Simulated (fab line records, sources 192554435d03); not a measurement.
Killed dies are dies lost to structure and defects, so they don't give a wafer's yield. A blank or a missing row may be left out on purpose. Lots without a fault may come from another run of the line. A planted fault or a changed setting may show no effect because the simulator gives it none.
Chamber matching | flow n5_finfet | N5_BEOL_M1_ETCH_77 on rie_diel-03: 4 sister chambers
The step etches underlayer in N2/H2, target depth 6.5 nm, time 5.2 s. 4 wafers are shown with their chamber, then 8 later ones without.

WAFERS WITH THEIR CHAMBER
wafer  | chamber | showerhead_plenum_p_Torr (Torr)
L082.2 | 3       | 2.70
L089.4 | 0       | 2.54
L089.6 | 1       | 2.41
L090.1 | 2       | 2.54

WAFERS WITHOUT THEIR CHAMBER
wafer  | showerhead_plenum_p_Torr (Torr)
L090.2 | 2.69
L090.6 | 2.69
L091.4 | 2.69
L091.5 | 2.54
L091.6 | 2.41
L094.1 | 2.69
L094.3 | 2.41
L094.6 | 2.54

WHICH CHAMBER EACH WENT THROUGH
wafer  | from the rows above     | in truth
L090.2 | 3                       | 3
L090.6 | 3                       | 3
L091.4 | 3                       | 3
L091.5 | can't be placed: 0 or 2 | 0
L091.6 | 1                       | 1
L094.1 | 3                       | 3
L094.3 | 1                       | 1
L094.6 | can't be placed: 0 or 2 | 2
Placed correctly: 6 of 8. Can't be placed from these rows: 2 (the true chamber is among the candidates in 2). Placed wrongly: 0.
How it was worked out, from the rows above alone: a wafer's distance from a chamber is the root of the sum, over the readings, of the square of ((its reading less the chamber's mean) divided by the reading's scatter). The wafer belongs to the nearest chamber; if the next one is less than 2 further off, it can't be placed. A chamber's mean is the mean of its shown wafers. The scatter: with one shown wafer a chamber, the root of the mean of the squares of how far each hidden wafer lies from its nearest shown one.
